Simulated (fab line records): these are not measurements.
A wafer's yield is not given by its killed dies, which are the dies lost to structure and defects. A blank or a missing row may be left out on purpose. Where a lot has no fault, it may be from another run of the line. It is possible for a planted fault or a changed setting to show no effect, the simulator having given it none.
Which tool was responsible? :: flow nand_harc :: 42 wafers from 14 lots sampled at 4 of the route's 1159 steps

== WHAT THE GAUGES READ, wafer by wafer ==
NHARC_A_ONON_D1_THK_MEAS_11: measures by ellipsometry.
lot: L162
measured: day 8 05:12
on: film_metro-02
thk_nm (nm): 1012 1012 1014

lot: L163
measured: day 8 05:12
on: film_metro-01
thk_nm (nm): 997 997 998

lot: L164
measured: day 8 15:17
on: film_metro-02
thk_nm (nm): 1005 1007 1006

lot: L165
measured: day 8 15:17
on: film_metro-01
thk_nm (nm): 1015 1015 1014

lot: L169
measured: day 9 13:53
on: film_metro-02
thk_nm (nm): 705 703 705

lot: L172
measured: day 10 06:50
on: film_metro-01
thk_nm (nm): 718 714 716

lot: L176
measured: day 11 09:59
on: film_metro-01
thk_nm (nm): 1010 1012 1011

lot: L179
measured: day 11 20:07
on: film_metro-01
thk_nm (nm): 999 1000 1000

lot: L178
measured: day 11 19:53
on: film_metro-01
thk_nm (nm): 980 981 979

lot: L181
measured: day 12 09:59
on: film_metro-01
thk_nm (nm): 1008 1010 1008

lot: L180
measured: day 12 09:59
on: film_metro-02
thk_nm (nm): 995 994 996

lot: L182
measured: day 12 14:58
on: film_metro-02
thk_nm (nm): 1002 1001 1001

lot: L183
measured: day 13 03:42
on: film_metro-01
thk_nm (nm): 988 987 986

lot: L184
measured: day 13 17:34
on: film_metro-02
thk_nm (nm): 997 993 994

NHARC_END_SORT_01.
lot: L169
measured: day 21 17:22
on: prober-01
killed_at_array: 677 675 674
killed_at_other: 0 0 0
killed_at_periphery: 0 2 3
killed_dies: 677 677 677
killed_open: 7 1 8
killed_short: 1 0 0

lot: L172
measured: day 22 04:19
on: prober-02
killed_at_array: 675 673 675
killed_at_other: 0 0 0
killed_at_periphery: 2 4 2
killed_dies: 677 677 677
killed_open: 3 6 3
killed_short: 4 2 2

== TOOL THAT RAN EACH LOT (tool first, then ch and the chambers of the sampled wafers, then the start) ==
lot: L162
NHARC_A_ZERO_WELL_DESCUM_12: rie_diel-06 ch 0,1,2, day 7 03:53
NHARC_A_ONON_D1_DEP_09: pecvd_onon-02 ch 0, day 8 04:48

lot: L163
NHARC_A_ZERO_WELL_DESCUM_12: rie_diel-06 ch 0,1,3, day 7 04:02
NHARC_A_ONON_D1_DEP_09: pecvd_onon-01 ch 0, day 8 04:45

lot: L164
NHARC_A_ZERO_WELL_DESCUM_12: rie_diel-10 ch 0,2, day 7 14:29
NHARC_A_ONON_D1_DEP_09: pecvd_onon-03 ch 0, day 8 14:49

lot: L165
NHARC_A_ZERO_WELL_DESCUM_12: rie_diel-10 ch 1,2,3, day 7 15:13
NHARC_A_ONON_D1_DEP_09: pecvd_onon-02 ch 0, day 8 14:46

lot: L169
NHARC_A_ZERO_WELL_DESCUM_12: rie_diel-09 ch 1,2,3, day 8 16:20
NHARC_A_ONON_D1_DEP_09: pecvd_onon-02 ch 0, day 9 13:29

lot: L172
NHARC_A_ZERO_WELL_DESCUM_12: rie_diel-10 ch 2,3, day 9 08:35
NHARC_A_ONON_D1_DEP_09: pecvd_onon-02 ch 0, day 10 06:23

lot: L176
NHARC_A_ZERO_WELL_DESCUM_12: rie_diel-09 ch 1,2, day 10 09:47
NHARC_A_ONON_D1_DEP_09: pecvd_onon-01 ch 0, day 11 09:36

lot: L179
NHARC_A_ZERO_WELL_DESCUM_12: rie_diel-09 ch 0,1,3, day 10 20:17
NHARC_A_ONON_D1_DEP_09: pecvd_onon-01 ch 0, day 11 19:37

lot: L178
NHARC_A_ZERO_WELL_DESCUM_12: rie_diel-06 ch 2,3, day 10 20:47
NHARC_A_ONON_D1_DEP_09: pecvd_onon-03 ch 0, day 11 19:29

lot: L181
NHARC_A_ZERO_WELL_DESCUM_12: rie_diel-10 ch 0,1,3, day 11 06:40
NHARC_A_ONON_D1_DEP_09: pecvd_onon-03 ch 0, day 12 09:28

lot: L180
NHARC_A_ZERO_WELL_DESCUM_12: rie_diel-09 ch 1,2,3, day 11 08:13
NHARC_A_ONON_D1_DEP_09: pecvd_onon-01 ch 0, day 12 09:28

lot: L182
NHARC_A_ZERO_WELL_DESCUM_12: rie_diel-10 ch 0,1,3, day 11 14:34
NHARC_A_ONON_D1_DEP_09: pecvd_onon-01 ch 0, day 12 14:31

lot: L183
NHARC_A_ZERO_WELL_DESCUM_12: rie_diel-09 ch 0,3, day 12 00:07
NHARC_A_ONON_D1_DEP_09: pecvd_onon-02 ch 0, day 13 03:11

lot: L184
NHARC_A_ZERO_WELL_DESCUM_12: rie_diel-09 ch 1,2,3, day 12 16:59
NHARC_A_ONON_D1_DEP_09: pecvd_onon-03 ch 0, day 13 17:03
- NHARC_A_ZERO_WELL_DESCUM_12: chemistry O2, time 3 s.
- NHARC_A_ONON_D1_DEP_09: target thk 1000 nm.

== AS READ BY THE TOOLS THEMSELVES (means over the sampled wafers that have a number; for cases with no such wafer, the mark the record gives instead) ==
NHARC_A_ZERO_WELL_DESCUM_12.
lot: L162
tool: rie_diel-06
drypump_motor_current_A (A): 5.6
oes_product_au (a.u.): 0.998
rf_vpp_V (V): 57.5
showerhead_plenum_p_Torr (Torr): 1.88
throttle_valve_pct (%): 11.311

lot: L163
tool: rie_diel-06
drypump_motor_current_A (A): 5.6
oes_product_au (a.u.): 1.001
rf_vpp_V (V): 57.9
showerhead_plenum_p_Torr (Torr): 1.86
throttle_valve_pct (%): 11.317

lot: L164
tool: rie_diel-10
drypump_motor_current_A (A): 5.5
oes_product_au (a.u.): 0.999
rf_vpp_V (V): 57.9
showerhead_plenum_p_Torr (Torr): 1.86
throttle_valve_pct (%): 11.309

lot: L165
tool: rie_diel-10
drypump_motor_current_A (A): 5.5
oes_product_au (a.u.): 1.000
rf_vpp_V (V): 57.6
showerhead_plenum_p_Torr (Torr): 1.95
throttle_valve_pct (%): 11.311

lot: L169
tool: rie_diel-09
drypump_motor_current_A (A): 5.9
oes_product_au (a.u.): 1.002
rf_vpp_V (V): 58.4
showerhead_plenum_p_Torr (Torr): 2.05
throttle_valve_pct (%): 11.312

lot: L172
tool: rie_diel-10
drypump_motor_current_A (A): 5.8
oes_product_au (a.u.): 0.999
rf_vpp_V (V): 58.7
showerhead_plenum_p_Torr (Torr): 1.94
throttle_valve_pct (%): 11.316

lot: L176
tool: rie_diel-09
drypump_motor_current_A (A): 6.0
oes_product_au (a.u.): 0.989
rf_vpp_V (V): 58.6
showerhead_plenum_p_Torr (Torr): 2.04
throttle_valve_pct (%): 11.313

lot: L179
tool: rie_diel-09
drypump_motor_current_A (A): 6.0
oes_product_au (a.u.): 1.005
rf_vpp_V (V): 57.8
showerhead_plenum_p_Torr (Torr): 1.96
throttle_valve_pct (%): 11.311

lot: L178
tool: rie_diel-06
drypump_motor_current_A (A): 5.8
oes_product_au (a.u.): 1.003
rf_vpp_V (V): 58.7
showerhead_plenum_p_Torr (Torr): 1.99
throttle_valve_pct (%): 11.310

lot: L181
tool: rie_diel-10
drypump_motor_current_A (A): 5.3
oes_product_au (a.u.): 1.006
rf_vpp_V (V): 57.6
showerhead_plenum_p_Torr (Torr): 1.93
throttle_valve_pct (%): 11.316

lot: L180
tool: rie_diel-09
drypump_motor_current_A (A): 5.9
oes_product_au (a.u.): 0.997
rf_vpp_V (V): 58.8
showerhead_plenum_p_Torr (Torr): 2.04
throttle_valve_pct (%): 11.312

lot: L182
tool: rie_diel-10
drypump_motor_current_A (A): 5.3
oes_product_au (a.u.): 1.005
rf_vpp_V (V): 57.7
showerhead_plenum_p_Torr (Torr): 1.93
throttle_valve_pct (%): 11.315

lot: L183
tool: rie_diel-09
drypump_motor_current_A (A): 5.9
oes_product_au (a.u.): 1.004
rf_vpp_V (V): 57.7
showerhead_plenum_p_Torr (Torr): 1.98
throttle_valve_pct (%): 11.316

lot: L184
tool: rie_diel-09
drypump_motor_current_A (A): 6.0
oes_product_au (a.u.): 0.994
rf_vpp_V (V): 59.0
showerhead_plenum_p_Torr (Torr): 2.04
throttle_valve_pct (%): 11.295

== THE ANSWER, worked out from the rows above alone ==
Rule: usual is defined by the lots themselves. Put in order of their means at a reading, lots are off if they are a third of the lots or fewer, leave a main group of 4 or more, and stand apart from it by a gap of 3 or more times the standard deviation of the main group's means; of several such gaps the widest counts. The tables above print the reading to a certain number of digits; a main group whose means all agree to those digits is not used. A lot without any number at a reading at which 4 lots or more have one is off too. Where the step has rows for the other lots, those lots are counted as sound. First the gauges in route order, then the tools' own readings, where a lot's mean is used as printed above. At the first step where some lot is off, the reading lying furthest off is the one used; lots without a number count as furthest.
Off at NHARC_A_ONON_D1_THK_MEAS_11 (thk_nm): L169, L172. The main group: mean 1001 nm, standard deviation 10.
A tool fits if, at a process step before that reading, it ran every lot that is off, and no sound lot after the first of them. Gauges at NHARC_A_ONON_D1_THK_MEAS_11: tried the same way as those tools. No candidate that was tried fits.

== WHAT HAD BEEN PUT IN BY THE SIMULATOR ==
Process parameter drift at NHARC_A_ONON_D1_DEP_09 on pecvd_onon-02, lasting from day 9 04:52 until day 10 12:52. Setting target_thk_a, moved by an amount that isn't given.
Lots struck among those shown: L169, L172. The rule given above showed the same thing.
